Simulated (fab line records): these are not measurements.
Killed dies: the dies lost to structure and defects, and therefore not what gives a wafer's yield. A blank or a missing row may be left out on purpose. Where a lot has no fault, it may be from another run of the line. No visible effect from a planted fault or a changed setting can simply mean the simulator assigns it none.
Tool commonality check | flow nand-harc | 12 lots and 36 wafers in the sample

WHAT PROMPTED THE OPENING
On 1 of the 12 lots, a flag is raised at NHARC_A_BLC_CD_MEAS_10 on the reading cd-nm. No-fault wafers: 99.8 nm, standard deviation 0.62.
Rule: a lot is flagged in two cases, either no wafer of it has a number, or all its wafers with numbers fall more than 4 standard deviations from that mean. The rest of the lots are taken to be sound.

lot  | measured     | on        | cd-nm (nm), wafer by wafer | flag
L405 | day 21 16:25 | cd-sem-01 | 99.8 100.5 100.4           |
L406 | day 21 22:47 | cd-sem-03 | 99.8 100.3 99.7            |
L407 | day 22 14:38 | cd-sem-01 | 99.2 100.1 100.3           |
L409 | day 22 15:50 | cd-sem-02 | 99.0 99.6 99.7             |
L408 | day 23 19:40 | cd-sem-02 | 99.1 98.9 99.5             |
L411 | day 24 00:34 | cd-sem-03 | 99.6 100.3 100.1           |
L410 | day 24 00:55 | cd-sem-02 | 99.1 99.0 99.0             |
L415 | day 25 22:40 | cd-sem-03 | 107.8 107.5 108.0          | FLAGGED
L418 | day 26 21:05 | cd-sem-02 | 101.2 100.2 100.3          |
L419 | day 27 02:42 | cd-sem-01 | 100.7 99.8 100.8           |
L423 | day 28 19:40 | cd-sem-02 | 99.5 101.4 100.2           |
L422 | day 28 21:56 | cd-sem-02 | 100.4 101.1 100.0          |
The mean of the flagged lots' numbers is 107.8 nm, +8.0 nm from the usual (+13 standard deviations).

WHICH TOOL EACH LOT WENT THROUGH
Before the reading, the record contains 3 process steps out of a 1302-step route. Every cell lists first the tool, next ch and the chambers used by the sampled wafers, and last the start.
lot  | flag    | NHARC_A_CONTACT_ETCH_136             | NHARC_A_CONTACT_ETCH_92            | NHARC_A_BLC_PEB_08
L405 |         | har-cap-etch-02 ch 0,1, day 21 11:19 | rie-diel-02 ch 0,1,2, day 21 12:41 | litho-track-04 ch 0, day 21 16:20
L406 |         | har-cap-etch-02 ch 0,1, day 21 18:22 | rie-diel-02 ch 0,1,2, day 21 19:41 | litho-track-06 ch 0, day 21 22:42
L407 |         | har-cap-etch-02 ch 0,1, day 22 10:08 | rie-diel-02 ch 1,3, day 22 11:29   | litho-track-04 ch 0, day 22 14:33
L409 |         | har-cap-etch-01 ch 0,1, day 22 11:29 | rie-diel-02 ch 1,3, day 22 12:50   | litho-track-01 ch 0, day 22 15:46
L408 |         | har-cap-etch-03 ch 0,1, day 23 15:19 | rie-diel-02 ch 0,1,3, day 23 16:38 | litho-track-01 ch 0, day 23 19:34
L411 |         | har-cap-etch-02 ch 0,1, day 23 20:00 | rie-diel-01 ch 1,2, day 23 21:22   | litho-track-06 ch 0, day 24 00:29
L410 |         | har-cap-etch-01 ch 1, day 23 20:21   | rie-diel-07 ch 0,1,2, day 23 21:41 | litho-track-01 ch 0, day 24 00:50
L415 | FLAGGED | har-cap-etch-02 ch 0,1, day 25 18:14 | rie-diel-07 ch 1,2,3, day 25 19:37 | litho-track-01 ch 0, day 25 22:35
L418 |         | har-cap-etch-01 ch 0,1, day 26 16:08 | rie-diel-07 ch 0,1,3, day 26 17:31 | litho-track-04 ch 0, day 26 21:01
L419 |         | har-cap-etch-02 ch 0, day 26 22:13   | rie-diel-01 ch 0,1, day 26 23:32   | litho-track-06 ch 0, day 27 02:37
L423 |         | har-cap-etch-01 ch 0,1, day 28 15:24 | rie-diel-07 ch 0,2,3, day 28 16:41 | litho-track-04 ch 0, day 28 19:35
L422 |         | har-cap-etch-02 ch 0,1, day 28 17:32 | rie-diel-07 ch 0,1,3, day 28 18:57 | litho-track-06 ch 0, day 28 21:51
What is done by these steps:
- NHARC_A_CONTACT_ETCH_136: etches the open film in C4F8/O2/Ar, time 311 s, target depth 1912 nm.
- NHARC_A_CONTACT_ETCH_92: etches the open film in CH3F/O2, target depth 40 nm, time 85.7 s.
- NHARC_A_BLC_PEB_08: peb time 65 s.
- NHARC_A_BLC_CD_MEAS_10: target cd 100 nm.

FLAGGED OVER TOTAL, TOOL BY TOOL (the gauges that took the reading come last)
step                     | tool            | lots run | flagged | share of the flagged lots | sound lots run after its first flagged lot
NHARC_A_CONTACT_ETCH_136 | har-cap-etch-01 | 4        | 0       | none                      | -
NHARC_A_CONTACT_ETCH_136 | har-cap-etch-02 | 7        | 1       | all                       | 2 (L419,L422)
NHARC_A_CONTACT_ETCH_136 | har-cap-etch-03 | 1        | 0       | none                      | -
NHARC_A_CONTACT_ETCH_92  | rie-diel-01     | 2        | 0       | none                      | -
NHARC_A_CONTACT_ETCH_92  | rie-diel-02     | 5        | 0       | none                      | -
NHARC_A_CONTACT_ETCH_92  | rie-diel-07     | 5        | 1       | all                       | 3 (L418,L423,L422)
NHARC_A_BLC_PEB_08       | litho-track-01  | 4        | 1       | all                       | 0
NHARC_A_BLC_PEB_08       | litho-track-04  | 4        | 0       | none                      | -
NHARC_A_BLC_PEB_08       | litho-track-06  | 4        | 0       | none                      | -
NHARC_A_BLC_CD_MEAS_10   | cd-sem-01       | 3        | 0       | none                      | -
NHARC_A_BLC_CD_MEAS_10   | cd-sem-02       | 6        | 0       | none                      | -
NHARC_A_BLC_CD_MEAS_10   | cd-sem-03       | 3        | 1       | all                       | 0

WHAT THE TABLE PERMITS
4 rows of the table ran every flagged lot: har-cap-etch-02 at NHARC_A_CONTACT_ETCH_136, rie-diel-07 at NHARC_A_CONTACT_ETCH_92, litho-track-01 at NHARC_A_BLC_PEB_08, cd-sem-03 at NHARC_A_BLC_CD_MEAS_10.
- har-cap-etch-02 at NHARC_A_CONTACT_ETCH_136: 1 of its 7 lots flagged. After the first flagged lot (L419, L422), sound lots still ran on it; a lasting fault on the whole tool would not permit that.
- rie-diel-07 at NHARC_A_CONTACT_ETCH_92: 1 of its 5 lots flagged. After the first flagged lot (L418, L423, L422), sound lots still ran on it; a lasting fault on the whole tool would not permit that.
- litho-track-01 at NHARC_A_BLC_PEB_08: 1 of its 4 lots flagged. Last sound lot L410 at day 24 00:50, first flagged lot L415 at day 25 22:35; a fault beginning in between fits.
- cd-sem-03 at NHARC_A_BLC_CD_MEAS_10: 1 of its 3 lots flagged. Last sound lot L411 at day 24 00:34, first flagged lot L415 at day 25 22:40; a fault beginning in between fits.
These 2 tools cannot be told apart by counting lots, since each of them fits a fault that started at some hour. More lots, or a look at what each step does to the wafer, might.

WHAT HAD BEEN PUT IN BY THE SIMULATOR
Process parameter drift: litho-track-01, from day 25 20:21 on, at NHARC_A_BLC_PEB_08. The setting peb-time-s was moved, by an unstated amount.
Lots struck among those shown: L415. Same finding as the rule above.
